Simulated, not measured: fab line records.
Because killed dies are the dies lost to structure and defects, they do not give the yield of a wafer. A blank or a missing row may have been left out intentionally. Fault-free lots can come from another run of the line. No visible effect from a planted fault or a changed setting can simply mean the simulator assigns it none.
Matching of chambers    flow n5Finfet    aldMetal-01 running N5_HKMG_FIN_ALD_91: 4 sister chambers
The step deposits TiN, target thk 1 nm, pulse time 1 s, purge time 3 s. 4 wafers are shown with their chamber, then 9 later ones without.

== WAFERS PAIRED WITH THEIR CHAMBERS ==
wafer   chamber  heaterPowerW (W)
L085.1  1        897
L088.1  3        908
L088.4  2        872
L088.6  0        756

== WAFERS MISSING THEIR CHAMBER ==
wafer   heaterPowerW (W)
L089.1  774
L089.2  875
L089.4  896
L092.3  898
L092.5  739
L092.6  883
L096.1  890
L096.2  887
L096.6  892

== WHICH CHAMBER EACH WENT THROUGH ==
wafer   from the rows above           in truth
L089.1  0                             0
L089.2  can't be placed: 2 or 1       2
L089.4  can't be placed: 1 or 3       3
L092.3  can't be placed: 1 or 3       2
L092.5  0                             0
L092.6  can't be placed: 2 or 1 or 3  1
L096.1  can't be placed: 1 or 2 or 3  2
L096.2  can't be placed: 1 or 2 or 3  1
L096.6  can't be placed: 1 or 3 or 2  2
2 of 9 placed correctly. Unplaceable from these rows: 7, with the true chamber sitting among the candidates in 6. Number placed wrongly: 0.
How it was worked out, from the rows above alone: a wafer's distance from a chamber is the root of the sum, over the readings, of the square of ((its reading less the chamber's mean) divided by the reading's scatter). If the next closest chamber is less than 2 further off than the closest, the wafer can't be placed; otherwise it belongs to the closest. The mean given for a chamber averages the wafers shown for that chamber. The scatter (one wafer shown for each chamber): square how far every hidden wafer sits from the nearest shown wafer, average those squares and take the square root.
